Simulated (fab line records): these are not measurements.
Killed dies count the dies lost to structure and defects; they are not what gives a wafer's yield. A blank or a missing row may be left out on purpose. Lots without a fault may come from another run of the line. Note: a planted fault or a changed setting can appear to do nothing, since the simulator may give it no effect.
Split-lot trial    flow n5_finfet    7 lots, 39 wafers read, on a route of 1938 steps

## SPLIT DETAILS
At N5_BEOL_M11_TRENCH_ETCH_37 (etches SiCOH lowk in C4F6/O2, target depth 148.83 nm, time 48 s), the setting time_s was moved away from the recipe's 48 s on 18 of the 39 wafers read, by -49.2% to +20.4%. This setting was run at the recipe's value on the other wafers.

## FROM THE SPLIT TO THE READING: what the file shows between them, 11 steps
- N5_BEOL_M11_ETCH_41: etches SiCN in CH3F/O2, target depth 42.6 nm, time 86 s
- N5_BEOL_M11_STRIP_77: strips in N2/H2, time 10 s
- N5_BEOL_M11_OCD_MEAS_38
- N5_BEOL_M11_HM_STRIP_39: strips TiN in peroxide tin strip, target depth 25 nm, time 158 s
- N5_BEOL_M11_SRD_40: time 30 s
- N5_BEOL_M11_ECD_50: material Cu, target thk 318 nm
- N5_BEOL_M11_ANNEAL_51: time 90 s
- N5_BEOL_M11_CMP_52: polishes, stops on SiCOH lowk, t overpolish 7 s, target thk 140 nm
- N5_BEOL_M11_THK_MEAS_53: measures by xrf
- N5_BEOL_M11_PRE_CLEAN_55: time 15 s
- N5_BEOL_M11_DEP_56: deposits SiCN from 3MS/NH3, target thk 30 nm, time 10.5 s

## THE READING
Measured at N5_BEOL_M11_RS_MEAS_57 by four-point probe: M11_RS, in ohm/sq. Typical for fault-free wafers on this fab line: 0.152 ohm/sq, with standard deviation 0.0043 ohm/sq.

wafer   tool, chamber at the split  time_s as run, s  against the recipe  M11_RS, ohm/sq  against lot-mates on the recipe
L081.1  rie_diel-01, 0              48                recipe              0.154           -
L081.2  rie_diel-01, 3              48                recipe              0.151           -
L081.3  rie_diel-01, 2              36.27             -24.4%              0.202           +0.048
L081.4  rie_diel-01, 1              36.27             -24.4%              0.220           +0.066
L081.5  rie_diel-01, 1              48                recipe              0.156           -
L081.6  rie_diel-01, 2              36.27             -24.4%              0.212           +0.058
L085.1  rie_diel-01, 0              48                recipe              0.152           -
L085.2  rie_diel-01, 3              48                recipe              0.153           -
L085.3  rie_diel-01, 1              48                recipe              0.155           -
L085.4  rie_diel-01, 2              28.2              -41.2%              0.294           +0.141
L085.5  rie_diel-01, 3              28.2              -41.2%              0.296           +0.143
L085.6  rie_diel-01, 2              28.2              -41.2%              0.300           +0.147
L086.1  rie_diel-01, 3              48                recipe              0.152           -
L086.2  rie_diel-01, 1              57.77             +20.4%              0.127           -0.028
L086.3  rie_diel-01, 2              57.77             +20.4%              0.121           -0.034
L086.4  rie_diel-01, 0              57.77             +20.4%              0.126           -0.029
L086.5  rie_diel-01, 1              48                recipe              0.157           -
L086.6  rie_diel-01, 0              48                recipe              0.155           -
L089.1  rie_diel-01, 0              31.13             -35.1%              0.264           +0.114
L089.2  rie_diel-01, 1              48                recipe              0.157           -
L089.3  rie_diel-01, 3              31.13             -35.1%              0.246           +0.096
L089.4  rie_diel-01, 2              48                recipe              0.144           -
L089.5  rie_diel-01, 2              31.13             -35.1%              0.243           +0.093
L089.6  rie_diel-01, 3              48                recipe              0.149           -
L090.1  rie_diel-01, 0              30.39             -36.7%              0.273           +0.120
L090.2  rie_diel-01, 1              30.39             -36.7%              0.265           +0.112
L090.3  rie_diel-01, 3              30.39             -36.7%              0.272           +0.119
L090.4  rie_diel-01, 2              48                recipe              0.151           -
L090.5  rie_diel-01, 0              48                recipe              0.154           -
L090.6  rie_diel-01, 3              48                recipe              0.154           -
L091.1  rie_diel-04, 0              48                recipe              0.155           -
L091.2  rie_diel-04, 1              48                recipe              0.145           -
L091.5  rie_diel-04, 3              48                recipe              0.151           -
L092.1  rie_diel-05, 2              24.4              -49.2%              0.373           +0.217
L092.2  rie_diel-05, 3              48                recipe              0.160           -
L092.3  rie_diel-05, 1              24.4              -49.2%              0.362           +0.206
L092.4  rie_diel-05, 2,1            48                recipe              0.154           -
L092.5  rie_diel-05, 3              24.4              -49.2%              0.407           +0.251
L092.6  rie_diel-05, 2,1            48                recipe              0.155           -
Where a row lists several chambers, the file gives one row for several wafers and doesn't say which wafer went through which chamber.

FIT RESULTS
A straight line over all 39 wafers: M11_RS changes by -0.0034 ohm/sq for each +1% of time_s; r = -0.95; the points scatter about the line by 0.024 ohm/sq.
The same after taking each lot's own level away (the mean of its wafers on the recipe; 39 wafers): -0.0034 ohm/sq for each +1%; r = -0.95; scatter 0.023 ohm/sq.
On that fit, the largest move of time_s shifts the reading by 0.17 ohm/sq.
The span of the lots' own levels, 0.1500 to 0.1563 ohm/sq, comes to 1.5 times the standard deviation stated above.
So the lot-to-lot level changes the slope little: the two slopes agree.
Check: +0.165 ohm/sq against its lot-mates is what the line predicts for one of the wafers moved furthest among these (-49.2%) when that wafer is left out of the fit. Against them it came out at +0.217 ohm/sq.

## ADDITIONAL SPLITS CARRIED BY THESE WAFERS
Note: prior to the reading, these wafers also went through further splits. Each is held against what the fit with the lots' levels taken away leaves over:
other split on the same wafers      wafers away from the commonest value  r with M11_RS (lot level and that fit taken away)
N5_BEOL_M8_ILD_DEP_00 target_thk_a  15                                    +0.10
N5_BEOL_M9_DESCUM_16 time_s         9                                     -0.25

## THE WHOLE CHAIN: every reading that the file lists as answering this split, in the file's order
step                        what it does                                                        reading                                                                            change (the file's fit)                 r (the file's)
N5_BEOL_M11_TRENCH_ETCH_37  etches SiCOH lowk in C4F6/O2, target depth 148.83 nm, time 48 s     etch.depth_nm (the simulator's own value, which no gauge read)                     +1.47 nm for each +1% of the setting    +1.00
N5_BEOL_M11_TRENCH_ETCH_37  etches SiCOH lowk in C4F6/O2, target depth 148.83 nm, time 48 s     BEOL_M11.feature_depth_nm (the simulator's own value, which no gauge read)         +1.47 nm for each +1% of the setting    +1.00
N5_BEOL_M11_TRENCH_ETCH_37  etches SiCOH lowk in C4F6/O2, target depth 148.83 nm, time 48 s     TiN_of_BEOL_M11_HM_DEP_02.thk_nm (the simulator's own value, which no gauge read)  -0.0401 nm for each +1% of the setting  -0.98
N5_BEOL_M11_OCD_MEAS_38                                                                         trench_depth_nm                                                                    +1.46 nm for each +1% of the setting    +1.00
N5_BEOL_M11_CMP_52          polishes, stops on SiCOH lowk, t overpolish 7 s, target thk 140 nm  Cu_of_BEOL_M11_ECD_50.thk_nm (the simulator's own value, which no gauge read)      +1.47 nm for each +1% of the setting    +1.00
N5_BEOL_M11_THK_MEAS_53     measures by xrf                                                     M11_THK                                                                            +1.48 for each +1% of the setting       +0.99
N5_BEOL_M11_RS_MEAS_57      measures by four-point-probe                                        M11_RS                                                                             -0.00348 for each +1% of the setting    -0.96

## FILE'S OWN FIT
M11_RS changes by -0.00348 ohm/sq for each +1% of time_s, r = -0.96.
